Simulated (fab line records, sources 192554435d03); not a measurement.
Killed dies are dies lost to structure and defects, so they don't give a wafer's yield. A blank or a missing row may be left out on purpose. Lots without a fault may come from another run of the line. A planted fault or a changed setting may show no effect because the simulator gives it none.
Split-lot experiment | flow n5_finfet | 7 lots, 21 wafers read, on a route of 1938 steps

THE SPLIT
At N5_BEOL_M4_COAT_62 (time 60 s, resist thk 12 nm), the setting spin_rpm was moved away from the recipe's 1500 rpm on 4 of the 21 wafers read, by -3.6% to +8.8%. The other wafers ran this setting at the recipe's value.

FROM THE SPLIT TO THE READING: what the file shows between them, 5 steps
- N5_BEOL_M4_COAT_73: time 60 s, resist thk 5 nm
- N5_BEOL_M4_COAT_05: resist thk 30 nm
- N5_BEOL_M4_DESCUM_16: chemistry O2, time 7 s
- N5_BEOL_M4_ETCH_74: etches underlayer in N2/H2, target depth 6.5 nm, time 5.2 s
- N5_BEOL_M4_ETCH_63: etches SiARC in CF4, target depth 15.6 nm, time 26 s

THE READING
SiARC_of_BEOL_M4_COAT_62.thk_nm (the simulator's own value, which no gauge read), in nm, at N5_BEOL_M4_ETCH_64 (etches SOC in N2/H2, target depth 75 nm, overetch 22.5 nm, time 121.9 s). The file gives no usual value for it. The 17 wafers here that ran the recipe average 6.4 nm, standard deviation 0.13 nm.

wafer  | tool, chamber at the split | spin_rpm as run, rpm | against the recipe | SiARC_of_BEOL_M4_COAT_62.thk_nm, nm | against lot-mates on the recipe
L075.1 | litho_track-03, 0          | 1500                 | recipe             | 6.6                                 | -
L075.2 | litho_track-03, 0          | 1500                 | recipe             | 6.4                                 | -
L075.6 | litho_track-03, 0          | 1500                 | recipe             | 6.4                                 | -
L083.1 | litho_track-04, 0          | 1632                 | +8.8%              | 5.8                                 | -0.6
L083.3 | litho_track-04, 0          | 1500                 | recipe             | 6.4                                 | -
L083.5 | litho_track-04, 0          | 1500                 | recipe             | 6.4                                 | -
L091.1 | litho_track-03, 0          | 1446                 | -3.6%              | 6.8                                 | +0.4
L091.2 | litho_track-03, 0          | 1500                 | recipe             | 6.4                                 | -
L091.3 | litho_track-03, 0          | 1446                 | -3.6%              | 6.4                                 | +0.0
L092.1 | litho_track-04, 0          | 1500                 | recipe             | 6.6                                 | -
L092.4 | litho_track-04, 0          | 1500                 | recipe             | 6.6                                 | -
L092.3 | litho_track-04, 0          | 1610                 | +7.3%              | 5.8                                 | -0.8
L095.3 | litho_track-04, 0          | 1500                 | recipe             | 6.4                                 | -
L095.5 | litho_track-04, 0          | 1500                 | recipe             | 6.4                                 | -
L095.4 | litho_track-04, 0          | 1500                 | recipe             | 6.2                                 | -
L096.1 | litho_track-02, 0          | 1500                 | recipe             | 6.6                                 | -
L096.4 | litho_track-02, 0          | 1500                 | recipe             | 6.4                                 | -
L096.5 | litho_track-02, 0          | 1500                 | recipe             | 6.4                                 | -
L097.1 | litho_track-03, 0          | 1500                 | recipe             | 6.2                                 | -
L097.6 | litho_track-03, 0          | 1500                 | recipe             | 6.2                                 | -
L097.4 | litho_track-03, 0          | 1500                 | recipe             | 6.4                                 | -

THE FIT
A straight line over all 21 wafers: SiARC_of_BEOL_M4_COAT_62.thk_nm changes by -0.0709 nm for each +1% of spin_rpm; r = -0.82; the points scatter about the line by 0.14 nm.
The same after taking each lot's own level away (the mean of its wafers on the recipe; 21 wafers): -0.0793 nm for each +1%; r = -0.89; scatter 0.12 nm.
On that fit, the largest move of spin_rpm shifts the reading by 0.7 nm.
The lots' own levels span 6.27 to 6.60 nm, that is 2.6 times the standard deviation above.
So the lot-to-lot level changes the slope: the two fits differ.
Check: with one of the wafers moved furthest among these (+8.8%) left out of the fit, the line predicts -0.826 nm for it against its lot-mates. It came out at -0.6 nm against them.

THE WHOLE CHAIN: every reading that the file lists as answering this split, in the file's order
step               | what it does                                                            | reading                                                                            | change (the file's fit)                | r (the file's)
N5_BEOL_M4_COAT_62 | time 60 s, resist thk 12 nm                                             | SiARC_of_BEOL_M4_COAT_62.thk_nm (the simulator's own value, which no gauge read)   | -0.0498 nm for each +1% of the setting | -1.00
N5_BEOL_M4_ETCH_63 | etches SiARC in CF4, target depth 15.6 nm, time 26 s                    | etch.depth_nm (the simulator's own value, which no gauge read)                     | -0.0556 nm for each +1% of the setting | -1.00
N5_BEOL_M4_ETCH_63 | etches SiARC in CF4, target depth 15.6 nm, time 26 s                    | CAR-EUV_of_BEOL_M4_COAT_05.thk_nm (the simulator's own value, which no gauge read) | +0.0523 nm for each +1% of the setting | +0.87
N5_BEOL_M4_ETCH_64 | etches SOC in N2/H2, target depth 75 nm, overetch 22.5 nm, time 121.9 s | SiARC_of_BEOL_M4_COAT_62.thk_nm (the simulator's own value, which no gauge read)   | -0.0823 nm for each +1% of the setting | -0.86

THE FILE'S OWN FIT
SiARC_of_BEOL_M4_COAT_62.thk_nm changes by -0.0823 nm for each +1% of spin_rpm, r = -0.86.
